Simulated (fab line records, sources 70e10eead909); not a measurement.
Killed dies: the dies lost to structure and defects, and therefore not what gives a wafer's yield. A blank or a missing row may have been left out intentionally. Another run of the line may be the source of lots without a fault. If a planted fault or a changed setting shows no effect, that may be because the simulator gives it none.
What tool caused it? -- flow nand harc -- Sampling: 24 lots, 72 wafers, 3 of 1302 route steps

## WHAT THE GAUGES READ, wafer by wafer
NHARC_P_STI_INSPECT_25. Usual: raw defect count reads 236 (standard deviation 89).
lot,measured,on,raw defect count,flag
L074,day 4 05:06,defect inspect-02,236 127 122,
L075,day 4 11:44,defect inspect-01,263 237 237,
L076,day 4 19:04,defect inspect-02,186 243 141,
L077,day 5 10:55,defect inspect-01,306 297 198,
L078,day 5 14:59,defect inspect-01,420 525 268,
L079,day 6 08:26,defect inspect-02,200 102 73,
L080,day 6 08:26,defect inspect-01,219 292 185,
L081,day 7 04:15,defect inspect-02,210 291 243,
L082,day 7 09:38,defect inspect-02,171 151 166,
L083,day 8 02:01,defect inspect-01,512 269 478,
L084,day 8 02:01,defect inspect-02,260 222 226,
L085,day 8 15:49,defect inspect-01,184 175 207,
L086,day 8 19:49,defect inspect-02,277 336 262,
L087,day 9 08:08,defect inspect-02,312 347 200,
L088,day 10 02:03,defect inspect-01,286 263 238,
L089,day 10 06:18,defect inspect-01,185 150 131,
L090,day 10 15:32,defect inspect-02,229 199 198,
L091,day 11 07:46,defect inspect-01,347 232 325,
L092,day 11 13:40,defect inspect-01,120 111 123,
L093,day 11 20:34,defect inspect-01,343 275 469,
L094,day 12 13:52,defect inspect-02,227 260 112,
L095,day 12 17:26,defect inspect-01,189 188 418,
L096,day 13 01:41,defect inspect-01,208 138 115,
L097,day 13 12:59,defect inspect-01,151 193 176,

NHARC_P_M0_OVL_MEAS_10: pitch 180 nm. Usual: overlay x nm 0.1 nm, standard deviation 0.78; overlay y nm 0.1 nm, standard deviation 0.8.
lot,measured,on,overlay x nm (nm),overlay y nm (nm),flag
L074,day 6 04:34,overlay-02,-0.4 -0.2 0.3,-0.2 -0.1 -0.6,
L075,day 6 10:22,overlay-02,-0.3 -0.5 -0.7,0.2 0.2 -0.1,
L076,day 6 18:35,overlay-01,0.1 0.5 0.5,0.4 -0.2 0.2,
L077,day 7 19:43,overlay-02,-1.3 -0.7 -0.9,0.2 0.1 -0.4,
L078,day 7 19:02,overlay-01,1.1 0.8 1.3,-1.4 -1.6 -1.8,
L079,day 8 10:02,overlay-01,-0.4 -0.3 -0.6,-0.5 -0.3 -0.9,
L080,day 8 11:05,overlay-01,-0.7 0.3 -0.4,1.2 1.6 1.4,
L081,day 9 08:55,overlay-01,0.1 0.3 -0.4,0.2 0.5 0.5,
L082,day 9 13:57,overlay-01,0.6 0.6 0.9,0.3 0.3 0.2,
L083,day 10 04:25,overlay-01,1.2 0.7 0.7,0.8 0.6 0.7,
L084,day 10 05:30,overlay-02,0.4 0.6 0.3,0.5 0.0 0.0,
L085,day 10 21:16,overlay-02,-0.1 -0.2 -0.5,-1.1 -1.6 -0.6,
L086,day 10 19:54,overlay-02,0.3 0.0 0.6,-1.7 -1.1 -1.7,
L087,day 11 06:19,overlay-02,-0.8 -0.4 -1.0,-1.1 -0.2 -0.7,
L088,day 12 07:16,overlay-02,-0.2 -0.1 0.1,0.1 0.0 0.7,
L089,day 12 12:07,overlay-01,-0.4 -0.2 0.1,1.0 0.8 0.7,
L090,day 12 14:46,overlay-01,-1.5 -0.2 0.0,-0.7 -0.7 -0.2,
L091,day 13 10:10,overlay-01,-0.2 0.2 -0.4,0.2 0.3 0.4,
L092,day 13 14:22,overlay-01,1.1 1.1 1.1,0.5 0.9 0.8,
L093,day 13 20:52,overlay-02,-0.9 -0.7 -0.7,0.6 0.6 0.4,
L094,day 14 17:10,overlay-02,0.3 -0.4 -0.2,0.7 1.3 1.1,
L095,day 14 17:12,overlay-01,-1.3 -1.2 -0.5,0.6 1.3 0.7,
L096,day 15 05:18,overlay-02,0.4 -0.2 0.2,-0.3 0.1 0.8,
L097,day 15 12:17,overlay-01,1.8 2.6 2.2,-0.1 -0.7 0.6,

## EACH LOT AND THE TOOL THAT RAN IT (in order: tool; ch and the chambers of the sampled wafers; start)
lot,NHARC_P_ZERO_WELL_DESCUM_54
L074,"rie diel-12 ch 1,2,3, day 2 01:46"
L075,"rie diel-09 ch 0,1,3, day 2 12:04"
L076,"rie diel-12 ch 0,2,3, day 2 21:54"
L077,"rie diel-09 ch 0,1,3, day 3 09:37"
L078,"rie diel-02 ch 0,1,2, day 3 18:08"
L079,"rie diel-09 ch 0,1,2, day 4 04:10"
L080,"rie diel-12 ch 1,2, day 4 13:46"
L081,"rie diel-02 ch 1,2, day 5 00:07"
L082,"rie diel-12 ch 0,1,2, day 5 10:32"
L083,"rie diel-02 ch 1,2, day 5 19:55"
L084,"rie diel-09 ch 0,1,3, day 6 06:04"
L085,"rie diel-12 ch 1,3, day 6 15:59"
L086,"rie diel-02 ch 0,3, day 7 01:53"
L087,"rie diel-02 ch 1,2,3, day 7 13:01"
L088,"rie diel-12 ch 1,2,3, day 7 22:10"
L089,"rie diel-02 ch 0,1,3, day 8 08:05"
L090,"rie diel-12 ch 1,2,3, day 8 17:57"
L091,"rie diel-12 ch 0,1,3, day 9 03:43"
L092,"rie diel-12 ch 1,2,3, day 9 14:10"
L093,"rie diel-09 ch 1,3, day 10 00:05"
L094,"rie diel-09 ch 0,1,2, day 10 13:59"
L095,"rie diel-09 ch 1,2,3, day 10 20:14"
L096,"rie diel-12 ch 0,1,3, day 11 05:48"
L097,"rie diel-02 ch 0,1, day 11 16:17"
- NHARC_P_ZERO_WELL_DESCUM_54: chemistry O2, time 3 s.

## AS READ BY THE TOOLS THEMSELVES (means over the sampled wafers that have a number; for cases with no such wafer, the mark the record gives instead)
NHARC_P_ZERO_WELL_DESCUM_54. Usual: drypump motor current A 5.8 A, standard deviation 0.55; oes product au 1.001 a.u., standard deviation 0.013; rf vpp V 57.7 V, standard deviation 0.98; showerhead plenum p Torr 1.90 Torr, standard deviation 0.067; throttle valve pct 11.312 %, standard deviation 0.0089.
lot,tool,drypump motor current A (A),oes product au (a.u.),rf vpp V (V),showerhead plenum p Torr (Torr),throttle valve pct (%),flag
L074,rie diel-12,5.8,1.002,57.5,1.91,11.314,
L075,rie diel-09,5.8,0.987,58.2,2.00,11.313,
L076,rie diel-12,6.0,1.001,57.4,1.89,11.313,
L077,rie diel-09,5.8,0.975,58.8,2.00,11.315,
L078,rie diel-02,5.4,1.004,57.0,1.85,11.313,
L079,rie diel-09,5.4,0.989,57.6,1.99,11.316,
L080,rie diel-12,6.0,0.994,57.0,1.90,11.307,
L081,rie diel-02,5.6,1.004,57.8,1.86,11.311,
L082,rie diel-12,6.2,1.006,57.6,1.87,11.309,
L083,rie diel-02,5.2,1.001,58.0,1.88,11.302,
L084,rie diel-09,5.9,1.000,58.7,1.99,11.309,
L085,rie diel-12,5.7,1.002,57.2,1.90,11.310,
L086,rie diel-02,5.7,0.995,57.6,1.82,11.310,
L087,rie diel-02,5.6,1.010,57.8,1.86,11.312,
L088,rie diel-12,5.8,1.013,57.6,1.90,11.307,
L089,rie diel-02,5.9,0.997,56.2,1.82,11.312,
L090,rie diel-12,5.8,1.003,57.8,1.90,11.322,
L091,rie diel-12,6.1,0.994,56.7,1.86,11.306,
L092,rie diel-12,5.8,1.000,56.7,1.89,11.320,
L093,rie diel-09,6.2,0.999,57.9,2.01,11.315,
L094,rie diel-09,5.5,1.017,59.0,1.97,11.317,
L095,rie diel-09,5.9,1.006,58.0,1.99,11.309,
L096,rie diel-12,6.1,0.994,57.8,1.86,11.308,
L097,rie diel-02,5.9,1.011,58.1,1.81,11.317,

## THE ANSWER, worked out from the rows above alone
Rule: take the mean of a lot's wafers that have a number; if it is more than 3 standard deviations from the usual mean, the lot is off. A lot without any number at a reading at which 4 lots or more have one is off too. All remaining lots with rows at the step are treated as sound. First the gauges in route order, then the tools' own readings, where a lot's mean is used as printed above. The first step at which some lot is off is used, and at that step the reading that is off furthest; a lot without a number counts as furthest.
Across all readings shown, no lot is off: no conclusion can be drawn from this.

## WHAT THE SIMULATOR HAD INSERTED
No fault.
